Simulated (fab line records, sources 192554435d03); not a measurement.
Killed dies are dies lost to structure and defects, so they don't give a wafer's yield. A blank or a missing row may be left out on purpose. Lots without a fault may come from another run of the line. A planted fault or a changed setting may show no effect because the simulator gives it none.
Split-lot experiment | flow n5_finfet | 7 lots, 39 wafers read, on a route of 1938 steps

THE SPLIT
At N5_BEOL_M7_TRENCH_ETCH_37 (etches SiCOH lowk in C4F6/O2, target depth 93.478 nm, time 31.2 s), the setting time_s was moved away from the recipe's 31.2 s on 12 of the 39 wafers read, by -16.3% to +59.4%. The other wafers ran this setting at the recipe's value.

FROM THE SPLIT TO THE READING: what the file shows between them, 11 steps
- N5_BEOL_M7_ETCH_41: etches SiCN in CH3F/O2, target depth 31.9 nm, time 57.8 s
- N5_BEOL_M7_STRIP_80: strips in N2/H2, time 10 s
- N5_BEOL_M7_OCD_MEAS_38
- N5_BEOL_M7_HM_STRIP_39: strips TiN in peroxide tin strip, target depth 25 nm, time 158 s
- N5_BEOL_M7_SRD_40: time 30 s
- N5_BEOL_M7_ECD_50: material Cu, target thk 300 nm
- N5_BEOL_M7_ANNEAL_51: time 90 s
- N5_BEOL_M7_CMP_52: polishes, stops on SiCOH lowk, t overpolish 6.9 s, target thk 80 nm
- N5_BEOL_M7_THK_MEAS_53: measures by xrf
- N5_BEOL_M7_PRE_CLEAN_55: time 15 s
- N5_BEOL_M7_DEP_56: deposits SiCN from 3MS/NH3, target thk 10 nm, time 17.5 s

THE READING
M7_RS, in ohm/sq, at N5_BEOL_M7_RS_MEAS_57 (measures by four-point-probe). Fault-free wafers of this fab line usually give 0.290 ohm/sq, standard deviation 0.0072 ohm/sq.

wafer  | tool, chamber at the split | time_s as run, s | against the recipe | M7_RS, ohm/sq | against lot-mates on the recipe
L075.1 | rie_diel-06, 1             | 31.2             | recipe             | 0.301         | -
L075.2 | rie_diel-06, 2             | 31.2             | recipe             | 0.292         | -
L075.3 | rie_diel-06, 0             | 45.84            | +46.9%             | 0.184         | -0.116
L075.4 | rie_diel-06, 3             | 45.84            | +46.9%             | 0.180         | -0.120
L075.5 | rie_diel-06, 1             | 45.84            | +46.9%             | 0.180         | -0.120
L075.6 | rie_diel-06, 0             | 31.2             | recipe             | 0.307         | -
L074.1 | rie_diel-02, 3             | 26.48            | -15.1%             | 0.365         | +0.076
L074.2 | rie_diel-02, 2             | 26.48            | -15.1%             | 0.358         | +0.069
L074.3 | rie_diel-02, 0             | 26.48            | -15.1%             | 0.356         | +0.067
L074.4 | rie_diel-02, 1             | 31.2             | recipe             | 0.281         | -
L074.5 | rie_diel-02, 2             | 31.2             | recipe             | 0.295         | -
L074.6 | rie_diel-02, 1             | 31.2             | recipe             | 0.290         | -
L086.1 | rie_diel-06, 1             | 26.1             | -16.3%             | 0.394         | +0.098
L086.2 | rie_diel-06, 2             | 31.2             | recipe             | 0.297         | -
L086.3 | rie_diel-06, 3             | 31.2             | recipe             | 0.296         | -
L086.4 | rie_diel-06, 3             | 31.2             | recipe             | 0.296         | -
L086.5 | rie_diel-06, 2             | 26.1             | -16.3%             | 0.382         | +0.086
L086.6 | rie_diel-06, 1             | 26.1             | -16.3%             | 0.384         | +0.088
L089.1 | rie_diel-02, 0             | 31.2             | recipe             | 0.279         | -
L089.2 | rie_diel-02, 2             | 31.2             | recipe             | 0.295         | -
L089.3 | rie_diel-02, 3             | 31.2             | recipe             | 0.283         | -
L089.4 | rie_diel-02, 1             | 31.2             | recipe             | 0.282         | -
L089.5 | rie_diel-02, 1             | 31.2             | recipe             | 0.282         | -
L089.6 | rie_diel-02, 2             | 31.2             | recipe             | 0.299         | -
L093.1 | rie_diel-06, 0             | 49.73            | +59.4%             | 0.163         | -0.130
L093.2 | rie_diel-06, 3             | 31.2             | recipe             | 0.295         | -
L093.3 | rie_diel-06, 1             | 31.2             | recipe             | 0.289         | -
L093.4 | rie_diel-06, 2             | 49.73            | +59.4%             | 0.162         | -0.131
L093.5 | rie_diel-06, 2             | 31.2             | recipe             | 0.294         | -
L093.6 | rie_diel-06, 1             | 49.73            | +59.4%             | 0.159         | -0.134
L096.1 | rie_diel-02, 2             | 31.2             | recipe             | 0.288         | -
L096.5 | rie_diel-02, 2             | 31.2             | recipe             | 0.286         | -
L096.6 | rie_diel-02, 3             | 31.2             | recipe             | 0.277         | -
L097.1 | rie_diel-02, 3             | 31.2             | recipe             | 0.286         | -
L097.2 | rie_diel-02, 0             | 31.2             | recipe             | 0.286         | -
L097.3 | rie_diel-02, 2             | 31.2             | recipe             | 0.298         | -
L097.4 | rie_diel-02, 1             | 31.2             | recipe             | 0.292         | -
L097.5 | rie_diel-02, 2             | 31.2             | recipe             | 0.292         | -
L097.6 | rie_diel-02, 1             | 31.2             | recipe             | 0.290         | -

THE FIT
A straight line over all 39 wafers: M7_RS changes by -0.00259 ohm/sq for each +1% of time_s; r = -0.95; the points scatter about the line by 0.018 ohm/sq.
The same after taking each lot's own level away (the mean of its wafers on the recipe; 39 wafers): -0.00266 ohm/sq for each +1%; r = -0.96; scatter 0.016 ohm/sq.
On that fit, the largest move of time_s shifts the reading by 0.16 ohm/sq.
The lots' own levels span 0.2837 to 0.3000 ohm/sq, that is 2.3 times the standard deviation above.
So the lot-to-lot level changes the slope little: the two slopes agree.
Check: with one of the wafers moved furthest among these (+59.4%) left out of the fit, the line predicts -0.154 ohm/sq for it against its lot-mates. It came out at -0.13 ohm/sq against them.

THE WHOLE CHAIN: every reading that the file lists as answering this split, in the file's order
step                      | what it does                                                        | reading                                                                          | change (the file's fit)                | r (the file's)
N5_BEOL_M7_TRENCH_ETCH_37 | etches SiCOH lowk in C4F6/O2, target depth 93.478 nm, time 31.2 s   | BEOL_M7.feature_depth_nm (the simulator's own value, which no gauge read)        | +0.899 nm for each +1% of the setting  | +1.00
N5_BEOL_M7_TRENCH_ETCH_37 | etches SiCOH lowk in C4F6/O2, target depth 93.478 nm, time 31.2 s   | etch.depth_nm (the simulator's own value, which no gauge read)                   | +0.899 nm for each +1% of the setting  | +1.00
N5_BEOL_M7_TRENCH_ETCH_37 | etches SiCOH lowk in C4F6/O2, target depth 93.478 nm, time 31.2 s   | TiN_of_BEOL_M7_HM_DEP_02.thk_nm (the simulator's own value, which no gauge read) | -0.0256 nm for each +1% of the setting | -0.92
N5_BEOL_M7_OCD_MEAS_38    |                                                                     | trench_depth_nm                                                                  | +0.903 nm for each +1% of the setting  | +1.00
N5_BEOL_M7_CMP_52         | polishes, stops on SiCOH lowk, t overpolish 6.9 s, target thk 80 nm | Cu_of_BEOL_M7_ECD_50.thk_nm (the simulator's own value, which no gauge read)     | +0.903 nm for each +1% of the setting  | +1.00
N5_BEOL_M7_THK_MEAS_53    | measures by xrf                                                     | M7_THK                                                                           | +0.904 for each +1% of the setting     | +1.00
N5_BEOL_M7_RS_MEAS_57     | measures by four-point-probe                                        | M7_RS                                                                            | -0.00256 for each +1% of the setting   | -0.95

THE FILE'S OWN FIT
M7_RS changes by -0.00256 ohm/sq for each +1% of time_s, r = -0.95.
